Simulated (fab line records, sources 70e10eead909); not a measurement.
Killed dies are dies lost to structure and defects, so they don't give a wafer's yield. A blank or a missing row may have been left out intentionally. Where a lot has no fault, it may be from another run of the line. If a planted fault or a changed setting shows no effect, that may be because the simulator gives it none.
fab line records	flow nandHarc	part 2 of 2: steps 5 to 6 of 6
record lots=23	wafers=69	lastDay=24
route steps=1159 shown A_CHANNEL_HOLE_D1@469 A_CHANNEL_FILL_D1@492 A_STAIRCASE@532
lots that met no fault: taken from a fault-free run of the same line
startH: hours from the record's first day to the start of the lot's first wafer shown	waitH: hours from the lot's prior step to this one	" identical to the entry in the row above	L1.1+2: a row that stands for several wafers	- value missing, or start not given	* or withheld: withheld	< > ~ a bound
route shown NAME@n: names a module that has steps shown in the file, with the first one's number in the route	usual: mean/standard deviation taken from wafers without a fault	same: alike in all rows	chamber/n: place in a boat	sites: the reading at each site	_std_site: the standard deviation of these	_edge_site: the outer-site mean with the inner-site mean subtracted	radiusMm: how far each site lies from the wafer's centre	mask NAME#n: copy n	behind: the last tool/chamber to shape the wafer	hold: cause of the lot's hold/its duration in hours/its outcome	device: which transistor (n, p or np) failed to switch	end of line: the tests these same wafers got at the end of their route	a step without rows: its recipe alone	killed: not the wafer's yield, but the dies lost to structure and defects at the first sort	map: a wafer's dies, marking killed ones x, the rest . and places with no die _
set.NAME: the setting as run; set.NAME@STEP: as run at that earlier step	model.NAME: the simulator's own value behind a step, which no gauge read
the route's steps for a sample of lots (tables are steps, rows are wafers)
services: when a tool's chamber went out of use (startH, in hours from the record's first day, below 0 if earlier), for how many hours, and the reason
## steps
# step NHARC_A_STAIRCASE_ETCH_170
# recipe targetDepthA=2000	timeS=66.667	ionEnergyEv=250	c4f6FlowSccm=25	o2FlowSccm=20	arFlowSccm=500	rfW=600	biasW=500	chemistry=C4F6/O2
# usual drypumpMotorCurrentA=5.4/0.4	oesProductAu=0.969/0.016	rfVppV=549/3.1	showerheadPlenumPTorr=4.02/0.15	throttleValvePct=26.903/0.0094
lot.wafer	tool	chamber	startH	waitH	drypumpMotorCurrentA	oesProductAu	rfHoursCounterH	rfVppV	showerheadPlenumPTorr	throttleValvePct
L075.2	rieDiel-06	2	-	-	5.3	0.973	60	554	4.19	26.910
L075.1	"	3	"	"	4.8	0.956	61	552	4.19	26.903
L075.5	"	1	"	"	5.3	0.961	-	548	3.96	26.911
L074.4	rieDiel-07	3	-	-	5.5	0.972	2	547	3.95	26.907
L074.1	"	0	"	"	5.7	0.977	2	550	4.07	26.905
L074.6	"	2	"	"	5.6	0.949	-	550	4.04	26.904
L078.1	rieDiel-02	0	-	-	5.8	0.985	37	545	3.80	26.900
L078.2	"	1	"	"	5.5	0.951	37	543	3.74	26.916
L078.3	"	2	"	"	5.2	0.982	37	552	4.20	26.908
L076.1	rieDiel-02	1	-	-	5.5	0.965	37	543	3.74	26.899
L076.4	"	2	"	"	5.1	0.965	37	553	4.20	26.916
L076.6	"	0	"	"	5.9	0.976	-	544	3.80	26.906
L077.1	rieDiel-02	3	-	-	6.1	0.945	36	549	4.04	26.900
L077.2	"	1	"	"	5.5	0.972	38	543	3.74	26.905
L077.6	"	2	"	"	5.2	0.964	-	553	4.20	26.920
L079.2	rieDiel-06	2	-	-	5.3	0.991	3	552	4.19	26.910
L079.4	"	0	"	"	5.0	0.986	3	551	4.12	26.900
L079.6	"	1	"	"	5.3	0.980	-	546	3.96	26.916
L080.4	rieDiel-02	2	-	-	5.2	0.969	45	551	4.20	26.910
L080.3	"	3	"	"	6.1	0.981	43	548	4.04	26.907
L080.5	"	2	"	"	5.2	0.975	-	552	4.20	26.911
L081.1	rieDiel-07	1	-	-	5.6	0.973	16	549	3.95	26.872
L081.2	"	2	"	"	5.6	0.968	15	549	4.03	26.900
L081.6	"	0	"	"	5.7	0.987	-	550	4.06	26.902
L083.1	rieDiel-07	1	-	-	5.6	0.976	22	549	3.95	26.908
L083.3	"	2	"	"	5.6	0.975	17	550	4.03	26.902
L083.5	"	1	"	"	5.6	0.974	-	548	3.95	26.889
L082.1	rieDiel-02	3	-	-	6.1	0.957	46	548	4.04	26.924
L082.5	"	3	"	"	6.1	0.961	-	550	4.04	26.898
L082.6	"	0	"	"	5.9	0.947	-	545	3.80	26.885
L084.3	rieDiel-06	3	-	-	4.7	0.966	14	552	4.18	26.912
L084.5	"	1	"	"	5.2	0.981	-	548	3.95	26.904
L084.6	"	3	"	"	4.8	0.959	-	553	4.18	26.905
L087.4	rieDiel-02	3	-	-	6.1	0.957	56	550	4.03	26.898
L087.1	"	0	"	"	5.9	0.974	58	544	3.79	26.893
L087.2	"	1	"	"	5.5	0.977	57	544	3.73	26.909
L086.4	rieDiel-02	1	-	-	5.5	0.991	57	543	3.73	26.916
L086.2	"	2	"	"	5.2	0.986	53	552	4.19	26.905
L086.1	"	0	"	"	5.9	0.995	58	545	3.79	26.902
L088.3	rieDiel-06	3	-	-	4.8	0.973	25	552	4.17	26.899
L088.4	"	0	"	"	5.0	0.989	21	552	4.11	26.914
L088.1	"	2	"	"	5.3	0.983	25	553	4.17	26.888
L089.4	rieDiel-06	0	-	-	5.0	0.962	22	550	4.11	26.904
L089.3	"	3	"	"	4.7	0.964	27	551	4.17	26.894
L089.5	"	1	"	"	5.2	0.979	-	549	3.95	26.895
L091.1	rieDiel-06	0	-	-	5.0	0.976	22	551	4.11	26.897
L091.2	"	1	"	"	5.2	0.985	27	546	3.95	26.908
L091.3	"	3	"	"	4.8	0.966	27	551	4.17	26.899
L090.3	rieDiel-02	3	-	-	6.1	0.940	64	549	4.03	26.912
L090.4	"	0	"	"	5.8	0.939	69	543	3.78	26.913
L090.1	"	2	"	"	5.2	0.966	61	551	4.19	26.907
L092.4	rieDiel-02	3	-	-	6.1	0.970	2	548	4.02	26.924
L092.1	"	0	"	"	5.9	0.981	2	544	3.78	26.893
L092.5	"	2	"	"	5.1	0.983	-	552	4.19	26.901
L095.3	rieDiel-06	1	-	-	5.3	0.964	38	548	3.94	26.913
L095.2	"	2	"	"	5.3	0.989	37	551	4.16	26.914
L095.1	"	0	"	"	5.0	0.979	34	549	4.11	26.916
L096.4	rieDiel-06	1	-	-	5.2	0.952	38	547	3.94	26.898
L096.3	"	3	"	"	4.8	0.936	38	552	4.16	26.905
L096.1	"	0	"	"	5.0	0.958	34	551	4.11	26.911
L093.2	rieDiel-02	0	-	-	5.9	0.950	5	544	3.78	26.924
L093.4	"	2	"	"	5.2	0.970	5	554	4.19	26.893
L093.6	"	0	"	"	5.8	0.955	-	543	3.78	26.915
L094.3	rieDiel-06	1	-	-	5.2	0.949	40	547	3.94	26.892
L094.4	"	0	"	"	5.0	0.957	35	550	4.10	26.899
L094.6	"	2	"	"	5.3	0.946	-	551	4.16	26.898
L097.4	rieDiel-07	0	-	-	5.7	0.951	51	549	4.04	26.883
L097.1	"	1	"	"	5.6	0.946	49	547	3.94	26.916
L097.5	"	3	"	"	5.5	0.951	-	550	3.91	26.907
# step NHARC_A_STAIRCASE_TRIM_12
# recipe timeS=211.2	o2FlowSccm=500	arFlowSccm=0	biasW=0	chemistry=O2
# usual drypumpMotorCurrentA=5.4/0.35	oesProductAu=1.000/0.0069	rfVppV=58.0/0.88	showerheadPlenumPTorr=3.60/0.14	throttleValvePct=17.036/0.01
lot.wafer	tool	chamber	startH	waitH	drypumpMotorCurrentA	oesProductAu	rfHoursCounterH	rfVppV	showerheadPlenumPTorr	throttleValvePct
L075.1	rieDiel-07	1	238.67	0.1	5.6	0.982	0	57.1	3.57	17.040
L075.2	"	0	"	"	5.7	0.999	0	58.7	3.67	17.017
L075.5	"	1	"	"	5.6	0.990	-	57.9	3.57	17.034
L074.4	rieDiel-02	0	244.70	0.1	5.8	0.990	33	57.5	3.42	17.028
L074.1	"	1	"	"	5.5	0.993	34	57.7	3.36	17.040
L074.6	"	3	"	"	6.1	0.989	-	59.4	3.64	17.047
L078.1	rieDiel-07	0	250.57	0.1	5.7	0.999	5	57.1	3.66	17.027
L078.3	"	1	"	"	5.6	0.995	7	57.9	3.56	17.040
L078.2	"	3	"	"	5.5	1.002	5	56.9	3.55	17.043
L076.1	rieDiel-02	3	250.98	0.1	6.1	0.998	35	58.5	3.64	17.028
L076.4	"	0	"	"	5.9	1.001	37	57.8	3.42	17.033
L076.6	"	1	"	"	5.5	0.987	-	58.9	3.36	17.047
L077.1	rieDiel-06	0	253.97	0.1	5.0	0.999	1	58.6	3.71	17.035
L077.2	"	1	"	"	5.2	1.005	1	57.3	3.56	17.058
L077.6	"	3	"	"	4.7	0.995	-	55.7	3.77	17.042
L079.2	rieDiel-06	1	260.63	0.1	5.3	1.012	3	58.1	3.56	17.041
L079.4	"	3	"	"	4.8	0.994	4	59.0	3.77	17.037
L079.6	"	1	"	"	5.2	1.009	-	57.7	3.56	17.018
L080.3	rieDiel-07	3	272.97	0.1	5.5	1.015	14	57.3	3.54	17.013
L080.5	"	1	"	"	5.6	1.006	-	57.7	3.56	17.046
L080.4	"	3	"	"	5.5	1.010	-	57.8	3.54	17.029
L081.1	rieDiel-07	3	273.23	0.1	5.5	0.997	14	59.2	3.54	17.027
L081.2	"	1	"	"	5.6	1.002	16	57.4	3.56	17.015
L081.6	"	2	"	"	5.6	1.000	-	57.4	3.63	17.026
L083.1	rieDiel-02	0	286.95	1.4	5.8	1.003	51	58.5	3.41	17.039
L083.3	"	3	"	"	6.1	1.005	48	58.2	3.63	17.032
L083.5	"	0	"	"	5.9	1.000	-	56.9	3.41	17.024
L082.1	rieDiel-02	1	287.17	0.1	5.5	0.990	50	56.6	3.35	17.054
L082.5	"	1	"	"	5.5	0.996	-	56.7	3.35	17.022
L082.6	"	2	"	"	5.2	1.011	-	56.8	3.78	17.036
L084.3	rieDiel-07	1	293.38	0.1	5.6	1.007	25	57.5	3.55	17.037
L084.5	"	3	"	"	5.5	1.000	-	57.5	3.54	17.029
L084.6	"	0	"	"	5.7	0.996	-	58.1	3.66	17.042
L087.4	rieDiel-06	0	313.12	0.1	5.0	1.005	16	57.6	3.71	17.036
L087.2	"	1	"	"	5.3	0.996	21	56.8	3.55	17.037
L087.1	"	2	"	"	5.3	0.996	21	58.8	3.76	17.035
L086.2	rieDiel-06	0	313.47	0.1	5.0	1.006	16	58.3	3.71	17.039
L086.4	"	1	"	"	5.2	1.004	21	58.0	3.55	17.034
L086.1	"	2	"	"	5.3	1.014	21	57.9	3.76	17.029
L088.4	rieDiel-02	2	324.59	0.1	5.2	1.007	59	59.7	3.77	17.039
L088.3	"	3	"	"	6.1	1.003	63	59.4	3.62	17.022
L088.1	"	0	"	"	5.9	1.003	68	57.1	3.40	17.049
L089.3	rieDiel-07	0	328.72	0.1	5.7	1.008	35	57.6	3.65	17.045
L089.4	"	0	"	"	5.7	0.995	-	58.0	3.65	17.030
L089.5	"	3	"	"	5.5	0.991	-	58.0	3.53	17.044
L090.3	rieDiel-07	0	328.94	0.1	5.7	0.996	35	58.0	3.65	17.028
L090.1	"	2	"	"	5.6	1.005	35	60.4	3.62	17.017
L090.4	"	2	"	"	5.6	0.992	-	58.6	3.62	17.032
L091.3	rieDiel-06	2	328.99	0.2	5.3	1.008	27	57.7	3.76	17.026
L091.2	"	0	"	"	5.0	1.016	23	58.5	3.70	17.038
L091.1	"	1	"	"	5.2	1.013	27	58.9	3.55	17.051
L092.4	rieDiel-02	2	345.55	0.1	5.2	1.009	2	57.2	3.77	17.039
L092.1	"	3	"	"	6.1	0.997	2	58.6	3.62	17.029
L092.5	"	2	"	"	5.2	1.004	-	57.8	3.77	17.046
L095.1	rieDiel-02	3	359.14	0.1	6.1	0.997	5	58.2	3.62	17.034
L095.2	"	0	"	"	5.8	1.009	6	58.1	3.40	17.047
L095.3	"	1	"	"	5.5	1.003	5	58.9	3.34	17.032
L096.3	rieDiel-02	2	359.58	0.1	5.1	1.012	5	56.9	3.77	17.029
L096.1	"	3	"	"	6.1	0.988	6	58.6	3.62	17.036
L096.4	"	0	"	"	5.8	1.008	6	56.5	3.40	17.038
L093.2	rieDiel-02	3	359.87	0.1	6.1	1.002	6	57.7	3.62	17.026
L093.4	"	0	"	"	5.8	1.007	6	57.9	3.40	17.031
L093.6	"	1	"	"	5.5	1.003	-	58.3	3.34	17.032
L094.3	rieDiel-07	0	363.60	0.1	5.7	1.002	48	59.1	3.64	17.035
L094.4	"	1	"	"	5.6	1.003	46	57.1	3.54	17.027
L094.6	"	2	"	"	5.6	0.990	-	57.8	3.61	17.042
L097.4	rieDiel-06	3	373.10	0.1	4.8	0.995	45	57.9	3.75	17.037
L097.1	"	1	"	"	5.3	1.009	44	57.8	3.54	17.027
L097.5	"	0	"	"	5.0	0.998	-	58.2	3.69	17.053
## services
tool	chamber	startH	hours	kind
rieDiel-04	-	156.17	0.5	repair
rieDiel-06	-	165.24	0.6	repair
rieDiel-09	0	169.66	132.0	repair
rieDiel-02	-	182.41	0.1	repair
rieDiel-11	-	189.50	9.0	pm
rieDiel-07	-	196.24	11.1	repair
rieDiel-06	-	199.66	3.1	repair
rieDiel-11	1	211.50	4.6	repair
rieDiel-07	3	217.21	9.3	repair
rieDiel-02	2	222.54	2.5	repair
rieDiel-07	-	228.36	9.0	pm
rieDiel-02	3	235.05	5.9	repair
rieDiel-04	1	240.22	2.9	repair
rieDiel-06	-	241.85	9.0	pm
rieDiel-09	-	254.10	9.0	pm
rieDiel-02	-	258.59	0.4	repair
rieDiel-07	0	271.98	11.8	repair
rieDiel-06	0	284.88	9.7	repair
rieDiel-04	-	288.90	9.0	pm
rieDiel-06	-	300.37	1.9	repair
rieDiel-04	0	310.28	3.1	repair
aldHk-03	-	327.15	10.0	pm
rieDiel-02	-	327.83	9.0	pm
rieDiel-11	-	366.50	9.0	pm
